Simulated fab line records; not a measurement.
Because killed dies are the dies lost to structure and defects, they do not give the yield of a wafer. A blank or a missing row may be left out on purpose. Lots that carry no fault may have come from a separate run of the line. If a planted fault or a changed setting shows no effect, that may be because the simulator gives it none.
Problem report, 8D (eight disciplines) form, completed by code | flow nand_harc | the parts of the form that need people (team, actions taken, sign-off) are left out

## 1. THE PROBLEM
A mean of 615.0 is read at NHARC_END_SORT_01 for killed_at_periphery, taken on 1 wafer of 1 lot, against 3.3 (standard deviation 2.3) on wafers free of any fault. That is +99 or more standard deviations from the usual mean.
Seen first at day 24 08:15 on prober-01, wafer L608.4. The record holds 1 wafer of 1 lot with a number at this step. Rule for "out", or "out of limits": more than 4 standard deviations from the usual mean. The rest of the wafers with a number are treated as sound.

## 2. WHAT THIS IS AND IS NOT
question                    | is                                                                                                                      | is not
which readings at this step | killed_at_periphery, defect_limited_yield, killed_dies, sort_bin_2_pct, sort_n_pass, sort_rim_yield_pct, sort_yield_pct | killed_at_array, killed_at_other, killed_open, killed_short, sort_bin_3_pct, sort_bin_4_pct
which lots                  | L608                                                                                                                    | -
which wafers of those lots  | all that have a number                                                                                                  | -
read on which gauges        | prober-01                                                                                                               | -
when                        | from day 24 08:15                                                                                                       | up to then (0 sound wafers)

## 3. WHAT RULES OUT EACH SUSPECT
Counting: a tool stays on the suspect list if, at a process step up to the reading, it processed all lots that are out and no sound lot following the first of them.
- the gauge at NHARC_END_SORT_01: ruled out. All the wafers that are out were read on prober-01, but those of them that NHARC_P_M0_ETCH_15 has rows for are out there too, on other tools.
- rie_diel-07 at NHARC_P_M0_DESCUM_14 (chemistry O2, time 3 s): kept. It ran the lot that is out, L608 (day 10 08:19), and no sound lot after that.
- rie_diel-07 at NHARC_P_M0_ETCH_34 (etches the open film in N2/H2, target depth 40 nm, overetch 12 nm, time 43.94 s): kept. It ran the lot that is out, L608 (day 10 08:23), and no sound lot after that.
- rie_diel-07 at NHARC_P_M0_ETCH_15 (etches the open film in C4F8/Ar, target depth 150 nm, overetch 15 nm, time 82.5 s): kept. It ran the lot that is out, L608 (day 10 08:35), and no sound lot after that. Its own readings are out on those wafers: oes_product_au.
Still standing after the count: rie_diel-07 at NHARC_P_M0_DESCUM_14, rie_diel-07 at NHARC_P_M0_ETCH_34, rie_diel-07 at NHARC_P_M0_ETCH_15.

## 4. THE CAUSE (what the simulator had put in)
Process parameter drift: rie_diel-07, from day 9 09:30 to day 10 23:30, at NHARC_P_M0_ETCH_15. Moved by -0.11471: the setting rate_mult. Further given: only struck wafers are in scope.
3 suspects survive the count, and this tool is in that group.

## 5. THE EFFECT CHAIN, in route order
One row per reading whose mean, taken over the struck wafers that have a number, lies over 3 standard deviations from the usual. Only readings whose record carries a usual standard deviation are examined. hours: median over the lots of the time between each lot's start at the first step of this table that gives one and its start at this step. sigmas: the change, counted in usual standard deviations.
hours | step               | reading              | usual      | on struck wafers | change | sigmas
0     | NHARC_P_M0_ETCH_15 | oes_product_au       | 0.945 a.u. | 0.843            | -0.102 | -4.1
336   | NHARC_END_SORT_01  | defect_limited_yield | 95.4 %     | 3.7              | -91.7  | -71
336   | NHARC_END_SORT_01  | killed_at_periphery  | 3.3        | 615.0            | +611.7 | +99 or more
336   | NHARC_END_SORT_01  | killed_dies          | 31         | 652              | +621   | +71
336   | NHARC_END_SORT_01  | sort_bin_2_pct       | 1.4 %      | 92.5             | +91.1  | +99 or more
336   | NHARC_END_SORT_01  | sort_n_pass          | 646        | 25               | -621   | -71
336   | NHARC_END_SORT_01  | sort_rim_yield_pct   | 95.5 %     | 6.6              | -88.9  | -33
336   | NHARC_END_SORT_01  | sort_yield_pct       | 95.4 %     | 3.7              | -91.7  | -71
Here are the process steps it includes:
- NHARC_P_M0_ETCH_15: etches the open film in C4F8/Ar, target depth 150 nm, overetch 15 nm, time 82.5 s.

## 6. WHAT WOULD HAVE CAUGHT IT SOONER
In this record the first reading out of limits at a measuring or inspecting step was taken at day 24 08:15, 359 hours after the fault began at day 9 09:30.
The tool's own readings at NHARC_P_M0_ETCH_15 were out on every struck wafer that the step has a row for (oes_product_au): an alarm limit on them would have fired on the first of those.
All the lots that are out (1) had begun NHARC_P_M0_ETCH_15 on rie_diel-07 by day 24 08:15. Had the tool been put on hold then, not one of them would have been saved.
